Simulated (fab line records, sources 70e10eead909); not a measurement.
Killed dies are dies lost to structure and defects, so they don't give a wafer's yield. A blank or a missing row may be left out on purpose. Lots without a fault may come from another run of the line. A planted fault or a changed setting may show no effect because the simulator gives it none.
Chamber matching | flow nand_harc | NHARC_A_STAIRCASE_DEP_301 on pecvd-02: 3 sister chambers
The step deposits SiON, target thk 30 nm. 3 wafers are shown with their chamber, then 8 later ones without.

WAFERS WITH THEIR CHAMBER
wafer  | chamber | heater_power_w (W)
L094.4 | 2       | 754
L094.5 | 0       | 693
L095.3 | 1       | 604

WAFERS WITHOUT THEIR CHAMBER
wafer  | heater_power_w (W)
L095.4 | 780
L095.6 | 678
L095.1 | 764
L095.2 | 692
L095.5 | 582
L097.2 | 519
L097.3 | 725
L097.6 | 753

WHICH CHAMBER EACH WENT THROUGH
wafer  | from the rows above          | in truth
L095.4 | can't be placed: 2 or 0      | 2
L095.6 | can't be placed: 0 or 1 or 2 | 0
L095.1 | can't be placed: 2 or 0      | 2
L095.2 | can't be placed: 0 or 2      | 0
L095.5 | 1                            | 1
L097.2 | 1                            | 1
L097.3 | can't be placed: 2 or 0      | 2
L097.6 | can't be placed: 2 or 0      | 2
Placed correctly: 2 of 8. Can't be placed from these rows: 6 (the true chamber is among the candidates in 6). Placed wrongly: 0.
How it was worked out, from the rows above alone: a wafer's distance from a chamber is the root of the sum, over the readings, of the square of ((its reading less the chamber's mean) divided by the reading's scatter). The wafer belongs to the nearest chamber; if the next one is less than 2 further off, it can't be placed. A chamber's mean is the mean of its shown wafers. The scatter: with one shown wafer a chamber, the root of the mean of the squares of how far each hidden wafer lies from its nearest shown one.
